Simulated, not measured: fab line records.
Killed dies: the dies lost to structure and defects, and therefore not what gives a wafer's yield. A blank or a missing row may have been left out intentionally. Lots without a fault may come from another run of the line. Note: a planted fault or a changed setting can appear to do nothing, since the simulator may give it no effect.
The same fault as seen by 2 desks + flow n5 finfet + only its own numbers are on each desk; what lay behind them is given at the end

## AT THE METROLOGY DESK
Lot by lot, what the gauges showed, no matter which tool ran the lot: averages of those sampled wafers that carry a number. Any lot whose mean is over 4 standard deviations away from the usual mean is out of limits and marked OUT; that distance is given in the brackets. Of its 14 readings 7 are shown: the one that was out of limits first, and those that lie furthest out on some lot.
Columns: A = DIBL_N at N5_BEOL_M4_RC_MEAS_101, usual 36.5 mV/V; B = IOFF_N at N5_BEOL_M4_RC_MEAS_101, usual 0.163 nA/um; C = IOFF_N_85C at N5_BEOL_M4_RC_MEAS_101, usual 3.1 nA/um; D = IOFF_N_LIN at N5_BEOL_M4_RC_MEAS_101, usual 0.075 nA/um; E = ION_N at N5_BEOL_M4_RC_MEAS_101, usual 675 uA/um; F = REXT_N at N5_BEOL_M4_RC_MEAS_101, usual 74.7 ohm.um; G = VT_N_LVT at N5_BEOL_M4_RC_MEAS_101, usual 98.2 mV
| lot  | first seen here | A    | B                | C              | D     | E   | F    | G     |
|------|-----------------|------|------------------|----------------|-------|-----|------|-------|
| L585 | day 7 20:59     | 36.9 | 0.156            | 3.0            | 0.072 | 667 | 74.6 | 99.1  |
| L587 | day 8 15:29     | 36.0 | 0.166            | 3.2            | 0.074 | 672 | 73.7 | 98.6  |
| L590 | day 9 09:45     | 40.7 | 0.254 (+4.1) OUT | 4.7 (+4.2) OUT | 0.104 | 704 | 68.8 | 91.0  |
| L593 | day 9 23:01     | 40.2 | 0.258 (+4.3) OUT | 4.5            | 0.103 | 700 | 72.1 | 93.5  |
| L595 | day 10 22:05    | 41.5 | 0.272 (+4.9) OUT | 4.7 (+4.3) OUT | 0.108 | 702 | 70.2 | 92.8  |
| L598 | day 11 06:36    | 35.6 | 0.166            | 3.2            | 0.076 | 672 | 74.2 | 98.8  |
| L601 | day 11 22:12    | 34.9 | 0.137            | 2.7            | 0.066 | 670 | 75.7 | 100.0 |
| L603 | day 12 19:00    | 38.5 | 0.187            | 3.6            | 0.086 | 684 | 73.8 | 95.8  |
| L605 | day 13 02:41    | 38.4 | 0.178            | 3.4            | 0.082 | 677 | 76.0 | 97.3  |
| L606 | day 13 10:22    | 35.5 | 0.153            | 3.0            | 0.072 | 675 | 73.5 | 97.0  |
| L608 | day 14 04:43    | 36.2 | 0.148            | 2.9            | 0.070 | 664 | 76.5 | 102.4 |
This desk reports L590, L593, L595 out of limits; the earliest was L590 at day 9 09:45 (IOFF_N at N5_BEOL_M4_RC_MEAS_101). In limits: L585, L587, L598, L601, L603, L605, L606, L608.

## TOOL OWNER'S DESK, epi rpcvd-02
The tool's own readings at N5_SD_EPI_N_VAPOR_ETCH_50 (etches Si in HCl, time 54 s): means of the sampled wafers that have a number, for each lot that ran on this tool. Any lot whose mean is over 4 standard deviations away from the usual mean is out of limits and marked OUT; that distance is given in the brackets.
Columns: A = throttle valve pct at N5_SD_EPI_N_VAPOR_ETCH_50, usual 11.7 %
| lot  | first seen here | A    |
|------|-----------------|------|
| L585 | day 3 01:46     | 12.3 |
| L587 | day 3 13:13     | 12.3 |
| L590 | day 4 09:42     | 12.1 |
| L593 | day 5 03:07     | 12.2 |
| L595 | day 5 14:39     | 12.3 |
| L606 | day 8 08:12     | 12.2 |
| L608 | day 8 20:44     | 12.2 |
This desk's finding: nothing out of limits on any of the 7 lots.

## TAKEN TOGETHER
At day 9 09:45 the metrology desk could have sounded an alarm, on L590, L593, L595.
Nothing out of limits was seen by the tool owner's desk.
The tool owner's desk has L590, L593, L595 on record, within its limits.
The lots listed all ran N5_SD_EPI_N_VAPOR_ETCH_50 on epi rpcvd-02.

## WHAT THE SIMULATOR HAD INSERTED
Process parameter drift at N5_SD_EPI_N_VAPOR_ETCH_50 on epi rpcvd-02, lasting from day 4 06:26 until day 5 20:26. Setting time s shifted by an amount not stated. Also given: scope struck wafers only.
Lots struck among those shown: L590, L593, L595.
Delay in hours, fault start to first out-of-limits reading, per desk: metrology desk 123.
